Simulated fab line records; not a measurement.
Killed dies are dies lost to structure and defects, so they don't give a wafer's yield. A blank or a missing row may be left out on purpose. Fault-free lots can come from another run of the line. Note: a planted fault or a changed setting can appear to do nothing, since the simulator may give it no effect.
Commonality check across tools ; flow nandHarc ; 14 lots and 48 wafers in the sample

## REASON FOR OPENING
Flagged at NHARC_A_ONON_D1_THK_MEAS_05: reading thkNm, on 2 of 14 lots. Wafers without a fault read 998 nm, standard deviation 9.9.
Rule: a lot is flagged when every wafer of it that has a number lies more than 4 standard deviations from that mean, or none has a number. The other lots count as sound.

lot;measured;on;thkNm (nm), wafer by wafer;flag
L108;day 7 18:11;filmMetro-01;990 993 991;
L110;day 8 13:12;filmMetro-01;1002 1002 1001;
L111;day 8 21:25;filmMetro-02;999 998 999;
L112;day 9 05:59;filmMetro-01;995 995 994;
L113;day 9 16:07;filmMetro-02;993 992 993;
L115;day 10 19:32;filmMetro-02;1003 1003 1003;
L116;day 10 23:39;filmMetro-02;992 994 993;
L118;day 11 23:58;filmMetro-02;1010 1010 1011;
L120;day 12 14:29;filmMetro-01;1002 1002 1004;
L121;day 13 00:28;filmMetro-02;992 994 994;
L123;day 14 02:58;filmMetro-02;1018 1019 1019;
L122;day 14 03:07;filmMetro-02;992 992 993;
L126;day 15 05:34;filmMetro-01;456 455 454 452 454 454;FLAGGED
L127;day 15 23:49;filmMetro-01;455 456 455 454 456 458;FLAGGED
Average over the flagged lots: 455 nm; offset from the usual -543 nm, equal to -55 standard deviations.

## EACH LOT AND THE TOOL IT RAN ON
The record holds 1 process step before the reading, out of a route of 1302 steps. Each cell gives the tool, then ch followed by the chambers the sampled wafers passed through, then the start.
lot;flag;NHARC_A_ONON_D1_DEP_03
L108;;pecvdOnon-02 ch 0, day 7 17:40
L110;;pecvdOnon-02 ch 0, day 8 12:45
L111;;pecvdOnon-03 ch 0, day 8 20:58
L112;;pecvdOnon-04 ch 0, day 9 05:29
L113;;pecvdOnon-02 ch 0, day 9 15:43
L115;;pecvdOnon-02 ch 0, day 10 19:01
L116;;pecvdOnon-04 ch 0, day 10 23:16
L118;;pecvdOnon-02 ch 0, day 11 23:31
L120;;pecvdOnon-02 ch 0, day 12 13:59
L121;;pecvdOnon-02 ch 0, day 13 00:01
L123;;pecvdOnon-03 ch 0, day 14 02:35
L122;;pecvdOnon-02 ch 0, day 14 02:40
L126;FLAGGED;pecvdOnon-03 ch 0, day 15 05:03
L127;FLAGGED;pecvdOnon-03 ch 0, day 15 23:26
What these steps do:
- NHARC_A_ONON_D1_DEP_03: target thk 1000 nm.
- NHARC_A_ONON_D1_THK_MEAS_05: measures by ellipsometry.

## FLAGGED OVER TOTAL, TOOL BY TOOL (the gauges that took the reading come last)
step;tool;lots run;flagged;share of the flagged lots;sound lots run after its first flagged lot
NHARC_A_ONON_D1_DEP_03;pecvdOnon-02;8;0;none;-
NHARC_A_ONON_D1_DEP_03;pecvdOnon-03;4;2;all;0
NHARC_A_ONON_D1_DEP_03;pecvdOnon-04;2;0;none;-
NHARC_A_ONON_D1_THK_MEAS_05;filmMetro-01;6;2;all;0
NHARC_A_ONON_D1_THK_MEAS_05;filmMetro-02;8;0;none;-

## WHAT THE TABLE PERMITS
Table rows that saw every flagged lot: 2, namely pecvdOnon-03 at NHARC_A_ONON_D1_DEP_03 and filmMetro-01 at NHARC_A_ONON_D1_THK_MEAS_05.
- pecvdOnon-03 at NHARC_A_ONON_D1_DEP_03 ran 4 lots, 2 of them flagged. Last sound lot L123 at day 14 02:35, first flagged lot L126 at day 15 05:03; a fault beginning in between fits.
- filmMetro-01 at NHARC_A_ONON_D1_THK_MEAS_05 ran 6 lots, 2 of them flagged. Last sound lot L120 at day 12 14:29, first flagged lot L126 at day 15 05:34; a fault beginning in between fits.
These 2 tools cannot be told apart by counting lots, since each of them fits a fault that started at some hour. More lots, or a look at what each step does to the wafer, might.

## WHAT THE SIMULATOR PUT IN
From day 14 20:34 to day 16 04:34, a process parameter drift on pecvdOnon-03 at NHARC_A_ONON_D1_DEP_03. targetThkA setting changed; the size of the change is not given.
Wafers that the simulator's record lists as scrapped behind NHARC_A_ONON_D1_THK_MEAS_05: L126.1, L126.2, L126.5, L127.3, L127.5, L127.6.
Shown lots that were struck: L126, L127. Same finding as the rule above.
